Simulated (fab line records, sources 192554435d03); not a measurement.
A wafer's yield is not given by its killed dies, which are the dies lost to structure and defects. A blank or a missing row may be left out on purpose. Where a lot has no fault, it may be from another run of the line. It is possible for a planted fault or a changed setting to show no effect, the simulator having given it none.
A single fault, viewed from 3 desks -- flow n5 finfet -- only its own numbers are on each desk; what lay behind them is given at the end

## THE METROLOGY DESK
Lot by lot, what the gauges showed, no matter which tool ran the lot: averages of those sampled wafers that carry a number. Marked OUT: a lot whose mean sits more than 4 standard deviations from the usual mean, which makes it out of limits; the brackets give that distance. Only the readings that lie furthest out on some lot appear, 7 of the 11 it has.
Columns: A = DIBL_P at N5_BEOL_M4_RC_MEAS_101, usual 36.0 mV/V; B = IOFF_N at N5_BEOL_M4_RC_MEAS_101, usual 0.156 nA/um; C = IOFF_P at N5_BEOL_M4_RC_MEAS_101, usual 0.21 nA/um; D = ION_N at N5_BEOL_M4_RC_MEAS_101, usual 673 uA/um; E = ION_P at N5_BEOL_M4_RC_MEAS_101, usual 463 uA/um; F = SS_P at N5_BEOL_M4_RC_MEAS_101, usual 73.3 mV/dec; G = VT_P at N5_BEOL_M4_RC_MEAS_101, usual -250 mV
lot,first seen here,A,B,C,D,E,F,G
L248,day 3 11:46,36.2,0.160,0.22,673,464,73.0,-250
L255,day 5 08:08,35.4,0.164,0.21,672,465,74.0,-250
L257,day 5 17:23,33.7,0.129,0.20,664,459,72.5,-246
L260,day 6 11:40,40.1,0.214,0.34,687,481,74.5,-241
L262,day 7 05:17,34.8,0.141,0.17,668,456,73.3,-254
L270,day 8 21:53,38.6,0.190,0.23,697,472,73.9,-249
This desk's verdict: no lot among the 6 shows anything out of limits.

## TOOL OWNER'S DESK, litho track-02
The tool's own readings at N5_SD_EPI_P_COAT_34 (time 60 s, resist thk 350 nm): means of the sampled wafers that have a number, for each lot that ran on this tool. Marked OUT: a lot whose mean sits more than 4 standard deviations from the usual mean, which makes it out of limits; the brackets give that distance.
Columns: A = spin speed rpm at N5_SD_EPI_P_COAT_34, usual 1499.8 rpm
lot,first seen here,A
L255,day 5 08:44,1499.8
L257,day 5 18:17,1573.0 (+79) OUT
L260,day 6 12:23,1572.8 (+79) OUT
This desk's finding: out of limits on L257, L260; first on L257, day 5 18:17 (spin speed rpm at N5_SD_EPI_P_COAT_34). L255: within limits.

## THE DEFECT DESK
For each lot, the counts of the inspections along the route, averaged over the sampled wafers that have a number. Marked OUT: a lot whose mean sits more than 4 standard deviations from the usual mean, which makes it out of limits; the brackets give that distance.
Columns: A = raw defect count at N5_SD_EPI_N_INSPECT_26, usual 205
lot,first seen here,A
L248,day 3 12:20,262
L255,day 5 08:43,244
L257,day 5 18:14,231
L260,day 6 12:21,232
L262,day 7 05:50,223
L270,day 8 22:56,214
This desk's verdict: no lot among the 6 shows anything out of limits.

## PUT TOGETHER
The tool owner's desk could have raised an alarm at day 5 18:17, on L257, L260.
Metrology desk: nothing out of limits seen.
Nothing the defect desk looked at was out of limits.
The metrology desk has L257, L260 on record, within its limits.
The defect desk has L257, L260 on record, within its limits.
The lots listed all ran N5_SD_EPI_P_COAT_34 on litho track-02.

## WHAT WAS PUT IN BY THE SIMULATOR
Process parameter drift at N5_SD_EPI_P_COAT_34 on litho track-02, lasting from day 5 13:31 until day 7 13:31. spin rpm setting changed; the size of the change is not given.
Shown lots that were struck: L257, L260.
Hours from the fault's start to each desk's first reading out of limits: the tool owner's desk, 5.
